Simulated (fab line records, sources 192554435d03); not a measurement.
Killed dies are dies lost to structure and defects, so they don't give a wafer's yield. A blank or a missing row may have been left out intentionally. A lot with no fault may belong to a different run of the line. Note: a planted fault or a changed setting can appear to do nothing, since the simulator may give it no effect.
Which tool was responsible? | flow n5-finfet | 24 lots, 72 wafers sampled, at 1 step of a route of 1938

WHAT THE GAUGES READ, wafer by wafer
N5_BEOL_M2_OVL_MEAS_29.
lot  | measured     | on         | V1_OVL (nm)
L074 | day 6 10:20  | overlay-02 | 0.1 0.1 -1.0
L075 | day 6 13:35  | overlay-01 | 1.0 1.2 0.3
L076 | day 7 01:23  | overlay-01 | 0.5 0.1 -0.4
L077 | day 7 16:40  | overlay-01 | 0.7 0.4 -0.3
L078 | day 7 20:04  | overlay-01 | 0.2 0.6 0.6
L079 | day 8 08:49  | overlay-01 | -0.3 1.4 1.3
L080 | day 8 16:24  | overlay-01 | 0.5 -0.4 -0.4
L081 | day 8 17:59  | overlay-01 | 0.6 0.1 0.3
L083 | day 8 19:33  | overlay-01 | -0.1 0.2 0.3
L082 | day 8 20:02  | overlay-01 | 0.2 1.1 0.5
L084 | day 9 15:40  | overlay-01 | -0.2 -0.7 0.3
L085 | day 9 16:04  | overlay-01 | -0.1 0.2 0.2
L086 | day 9 16:08  | overlay-01 | 0.2 1.0 -0.1
L088 | day 9 23:19  | overlay-01 | 0.0 0.8 1.3
L087 | day 10 05:14 | overlay-01 | 0.4 0.2 0.2
L089 | day 10 08:25 | overlay-01 | -0.2 0.2 -0.3
L090 | day 10 21:42 | overlay-01 | 0.5 0.1 0.5
L091 | day 11 00:47 | overlay-01 | 0.7 0.9 0.2
L092 | day 11 13:35 | overlay-01 | 1.5 1.5 0.3
L093 | day 11 16:25 | overlay-01 | -0.8 0.7 -0.3
L094 | day 11 21:40 | overlay-01 | -0.1 -0.4 1.1
L097 | day 12 09:09 | overlay-01 | -0.2 0.6 -0.1
L095 | day 12 09:35 | overlay-01 | 0.2 -0.5 -1.1
L096 | day 12 10:54 | overlay-01 | 0.0 1.2 -0.3

WHAT TOOL EACH LOT RAN ON (gives the tool, then ch and the chambers of the sampled wafers, and finally the start)
Record: no process step prior to these readings.

WHAT THE TOOLS THEMSELVES READ (means of the sampled wafers that have a number; where no wafer has one, the mark that the record gives instead)
The record holds no such reading with a usual standard deviation.

THE ANSWER, worked out from the rows above alone
Rule: the usual values come from the lots themselves. Put in order of their means at a reading, lots are off if they are a third of the lots or fewer, leave a main group of 4 or more, and stand apart from it by a gap of 3 or more times the standard deviation of the main group's means; of several such gaps the widest counts. A main group whose means are all the same, to the digits that the tables above print for the reading, isn't used. A lot without any number at a reading at which 4 lots or more have one is off too. The other lots that the step has rows for count as sound. The gauges are gone through in route order, then the tools' own readings, and for those a lot's mean is taken as printed above. The first step at which some lot is off is used, and at that step the reading that is off furthest; a lot without a number counts as furthest.
Across all readings shown, no lot is off: no conclusion can be drawn from this.

WHAT WAS PUT IN BY THE SIMULATOR
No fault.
